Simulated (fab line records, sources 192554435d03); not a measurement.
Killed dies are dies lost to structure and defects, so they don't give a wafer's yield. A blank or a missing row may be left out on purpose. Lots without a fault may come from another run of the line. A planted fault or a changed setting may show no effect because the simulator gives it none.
Which tool did it? | flow n5_finfet | 11 lots, 33 wafers sampled, at 2 steps of a route of 1938

WHAT THE GAUGES READ, wafer by wafer
N5_BEOL_M6_THK_MEAS_01.
lot  | measured     | on            | M6_ILD_THK (nm)
L263 | day 10 22:09 | film_metro-02 | 151.8 156.3 155.2
L265 | day 11 15:31 | film_metro-02 | 154.1 155.0 154.6
L267 | day 11 20:14 | film_metro-02 | 154.2 153.5 155.9
L270 | day 13 14:07 | film_metro-01 | 149.4 152.1 151.9
L272 | day 13 23:27 | film_metro-02 | 153.7 154.3 159.6
L274 | day 13 23:53 | film_metro-01 | 151.7 153.7 154.7
L273 | day 14 05:31 | film_metro-02 | 153.5 152.0 153.7
L275 | day 14 08:38 | film_metro-01 | 155.3 154.4 158.2
L278 | day 14 15:41 | film_metro-02 | 152.0 156.8 153.9
L277 | day 15 04:02 | film_metro-02 | 153.9 157.6 157.2
L283 | day 16 16:16 | film_metro-01 | 153.1 155.2 156.8

WHICH TOOL RAN EACH LOT (tool, then ch and the chambers of the sampled wafers, then the start)
lot  | N5_BEOL_M5_SPUTTER_81
L263 | pvd_sputter-03, day 10 16:42
L265 | pvd_sputter-02, day 11 07:56
L267 | pvd_sputter-03, day 11 15:17
L270 | pvd_sputter-03, day 13 08:49
L272 | pvd_sputter-01, day 13 17:58
L274 | pvd_sputter-02, day 13 18:55
L273 | pvd_sputter-02, day 14 00:05
L275 | pvd_sputter-01, day 14 02:26
L278 | pvd_sputter-01, day 14 10:44
L277 | pvd_sputter-02, day 14 21:53
L283 | pvd_sputter-02, day 16 11:14
- N5_BEOL_M5_SPUTTER_81: material Cu, target thk 15 nm, time 27.62 s.

THE ANSWER, worked out from the rows above alone
Rule: what is usual is taken from the lots themselves. Put in order of their means at a reading, lots are off if they are a third of the lots or fewer, leave a main group of 4 or more, and stand apart from it by a gap of 3 or more times the standard deviation of the main group's means; of several such gaps the widest counts. A main group whose means are all the same, to the digits that the tables above print for the reading, isn't used. A lot without any number at a reading at which 4 lots or more have one is off too. The other lots that the step has rows for count as sound.
No lot is off at any reading shown: from this, nothing can be told.

WHAT THE SIMULATOR HAD PUT IN
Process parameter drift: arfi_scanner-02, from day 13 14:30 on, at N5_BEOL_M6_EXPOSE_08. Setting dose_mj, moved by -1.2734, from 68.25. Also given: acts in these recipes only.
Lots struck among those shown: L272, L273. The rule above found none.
